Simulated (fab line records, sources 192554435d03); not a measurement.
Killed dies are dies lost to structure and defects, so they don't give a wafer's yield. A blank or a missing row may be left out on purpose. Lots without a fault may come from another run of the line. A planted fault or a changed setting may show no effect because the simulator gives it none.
Chamber matching | flow n5_finfet | N5_BEOL_M2_DESCUM_33 on rie_diel-05: 4 sister chambers
The step chemistry O2, time 7 s. 4 wafers are shown with their chamber, then 8 later ones without.

WAFERS WITH THEIR CHAMBER
wafer  | chamber | throttle_valve_pct (%)
L076.1 | 0       | 20.01
L086.1 | 2       | 20.27
L086.2 | 3       | 20.41
L092.2 | 1       | 20.74

WAFERS WITHOUT THEIR CHAMBER
wafer  | throttle_valve_pct (%)
L092.3 | 20.04
L092.5 | 20.72
L093.1 | 20.43
L093.4 | 20.75
L093.6 | 20.73
L097.2 | 20.06
L097.3 | 20.31
L097.4 | 20.44

WHICH CHAMBER EACH WENT THROUGH
wafer  | from the rows above | in truth
L092.3 | 0                   | 0
L092.5 | 1                   | 1
L093.1 | 3                   | 3
L093.4 | 1                   | 1
L093.6 | 1                   | 1
L097.2 | 0                   | 0
L097.3 | 2                   | 2
L097.4 | 3                   | 3
Placed correctly: 8 of 8. Can't be placed from these rows: 0. Placed wrongly: 0.
How it was worked out, from the rows above alone: a wafer's distance from a chamber is the root of the sum, over the readings, of the square of ((its reading less the chamber's mean) divided by the reading's scatter). The wafer belongs to the nearest chamber; if the next one is less than 2 further off, it can't be placed. A chamber's mean is the mean of its shown wafers. The scatter: with one shown wafer a chamber, the root of the mean of the squares of how far each hidden wafer lies from its nearest shown one.
